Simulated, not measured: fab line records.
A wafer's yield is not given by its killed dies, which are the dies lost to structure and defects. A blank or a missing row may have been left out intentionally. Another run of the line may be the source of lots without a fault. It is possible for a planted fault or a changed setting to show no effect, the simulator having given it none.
Struck lot and sound lot, side by side :: flow n5 finfet :: 30 steps out of a route of 1938
Sound: the wafers L802.1, L802.2, L802.5. The struck wafers were L821.1, L821.2, L821.3. The cause comes at the end.
Per side, at each step with rows, come the tool, then ch with its chambers, and then its first start. Under that, the readings that differ: sound wafers :: struck wafers :: difference of the means :: sigmas: that difference in standard deviations of wafers without a fault.
alike: readings with means less than 2 such deviations apart, plus words and numbers identical on both sides. not compared: withheld readings, readings lacking a value on some wafer, bounds such as >300 that could conceal the same value, and numbers that have no deviation in the record and whose values overlap.
The two part at a step that has a row with sigmas, a row that says differs or no value, or rows on one side only. Non-overlapping numbers with no deviation appear without sigmas and do not part them. Lack of a reading on every wafer of one side parts them only where that side has two or more wafers.

first, 3 steps without rows for these wafers: N5_BEOL_M1_STRIP_65 (strips in N2/H2); N5_BEOL_M1_STRIP_75 (strips in N2/H2); N5_BEOL_M1_STRIP_66 (strips in CF4).
N5_BEOL_M1_HM_OPEN_17: chemistry Cl2/BCl3, target TiN, target depth 20 nm, overetch 6 nm.
  sound on rie metal-01 ch 0,1, day 6 14:27; struck on rie metal-01 ch 0,1, day 11 08:15
  alike: drypump motor current A, oes product au, throttle valve pct
  not compared: rf hours counter h
N5_BEOL_M1_STRIP_19: strips in O2.
  sound on rie diel-06 ch 0,1,2, day 6 14:37; struck on rie diel-02 ch 0,1,2, day 11 08:22
  alike: drypump motor current A, oes product au, rf vpp V, showerhead plenum p Torr, throttle valve pct
  not compared: rf hours counter h
N5_BEOL_M1_CD_MEAS_18: pitch 36 nm, target cd 18 nm.
  sound: cd sem-01 at day 6 14:41; struck: cd sem-02 at day 11 08:26
  alike: cd nm
then, 6 steps without rows for these wafers: N5_BEOL_M1_COAT_67 (time 60 s, resist thk 60 nm); N5_BEOL_M1_COAT_68 (time 60 s, resist thk 12 nm); N5_BEOL_M1_COAT_76 (time 60 s, resist thk 5 nm); N5_BEOL_M1_COAT_22 (resist thk 30 nm); N5_BEOL_M1_EBR_24; N5_BEOL_M1_SOFTBAKE_23 (time 60 s).
N5_BEOL_M1_EXPOSE_25: exposes mask V0, defocus 5 nm, target cd 24 nm.
  sound on euv scanner-01 ch 0, day 6 15:02; struck on euv scanner-02 ch 0, day 11 08:36
  alike: mask, reticle temp C
then, 2 steps without rows for these wafers: N5_BEOL_M1_PEB_26 (peb time 60 s); N5_BEOL_M1_DEVELOP_27 (develop time 30 s).
N5_BEOL_M1_CD_MEAS_28: target cd y 23.3 nm.
  sound on cd sem-03 ch 0, day 6 15:10; struck on cd sem-01 ch 0, day 11 08:45
reading: cd nm (nm)
sound: 24.10 24.04 24.31
struck: 20.51 14.00 15.51
difference: -7.48
sigmas: -30
N5_BEOL_M1_OVL_MEAS_29:
  sound on overlay-02 ch 0, day 6 15:12; struck on overlay-02 ch 0, day 11 08:47
  alike: V0_OVL
N5_BEOL_M1_INSPECT_30: inspects for defects (brightfield).
  sound: defect inspect-02 at day 6 15:16; struck: defect inspect-01 at day 11 08:50
  alike: raw defect count
N5_BEOL_M1_DESCUM_33: chemistry O2, time 7 s.
  sound on rie diel-04 ch 0,1,3, day 6 15:27; struck on rie diel-02 ch 0,1,2, day 11 08:52
  alike: drypump motor current A, oes product au, rf vpp V, showerhead plenum p Torr, throttle valve pct
  not compared: rf hours counter h
then, 3 steps without rows for these wafers: N5_BEOL_M1_ETCH_77 (etches underlayer in N2/H2, target depth 6.5 nm, time 5.2 s); N5_BEOL_M1_ETCH_69 (etches SiARC in CF4, target depth 15.6 nm, time 26 s); N5_BEOL_M1_ALD_98 (deposits SiO2, target thk 2.5 nm, pulse time 1 s, co reactant pulse time 1 s).
N5_BEOL_M1_ETCHBACK_99: etches SiO2 in CHF3, target depth 5 nm, time 10.4 s.
  sound on rie diel-06 ch 0,1, day 6 16:42; struck on rie diel-04 ch 0,2,3, day 11 10:35
reading: showerhead plenum p Torr (Torr)
sound: 2.10 2.03 2.03
struck: 2.22 2.10 2.24
difference: +0.13
sigmas: +2
  alike: drypump motor current A, oes product au, rf vpp V, throttle valve pct
  not compared: rf hours counter h
N5_BEOL_M1_ETCH_70: etches SOC in N2/H2, target depth 80 nm, overetch 16 nm, time 120 s.
  sound on rie diel-06 ch 0,1, day 6 16:44; struck on rie diel-04 ch 0,2,3, day 11 10:37
reading: rf vpp V (V)
sound: 522.3 520.1 520.5
struck: 527.0 523.5 525.3
difference: +4.3
sigmas: +2
  alike: drypump motor current A, oes product au, showerhead plenum p Torr, throttle valve pct
  not compared: rf hours counter h
then, 2 steps without rows for these wafers: N5_BEOL_M1_STRIP_71 (strips in N2/H2); N5_BEOL_M1_STRIP_78 (strips in N2/H2).
N5_BEOL_M1_VIA_ETCH_34: etches the open film in C4F6/O2, target depth 67.8 nm, time 64.4 s.
  sound on rie diel-06 ch 0,1, day 6 16:50; struck on rie diel-04 ch 0,2,3, day 11 10:43
reading: showerhead plenum p Torr (Torr)
sound: 2.77 2.69 2.69
struck: 2.93 2.78 2.95
difference: +0.17
sigmas: +2

reading: model.BEOL_M1.cd nm (nm)
sound: 17.6 17.6 17.8
struck: 14.6 7.6 9.8
difference: -7.0
sigmas: 
  alike: O2_flow_sccm, drypump motor current A, oes product au, rf vpp V, throttle valve pct
  not compared: rf hours counter h
then, 1 step without rows for these wafers: N5_BEOL_M1_STRIP_83 (strips in C4F6/O2).
N5_BEOL_M4_RC_MEAS_101:
  the record has rows for the sound wafers here (prober-02 ch 0, day 8 15:35) and none for the struck ones
-- record jumps: 6 days separate the struck wafers' starts on either side; left off in module BEOL_M4, taken up again in module PASSIVATION, whose first shown step is the route's number 1936 --
N5_PASSIVATION_PROBE_49:
  rows exist in the record for the struck wafers here (prober-01, day 17 17:59), but not for the sound ones

## WHERE THEY PART
First at N5_BEOL_M1_CD_MEAS_28; last, within this record, at N5_PASSIVATION_PROBE_49.

WHY: what the simulator had put in
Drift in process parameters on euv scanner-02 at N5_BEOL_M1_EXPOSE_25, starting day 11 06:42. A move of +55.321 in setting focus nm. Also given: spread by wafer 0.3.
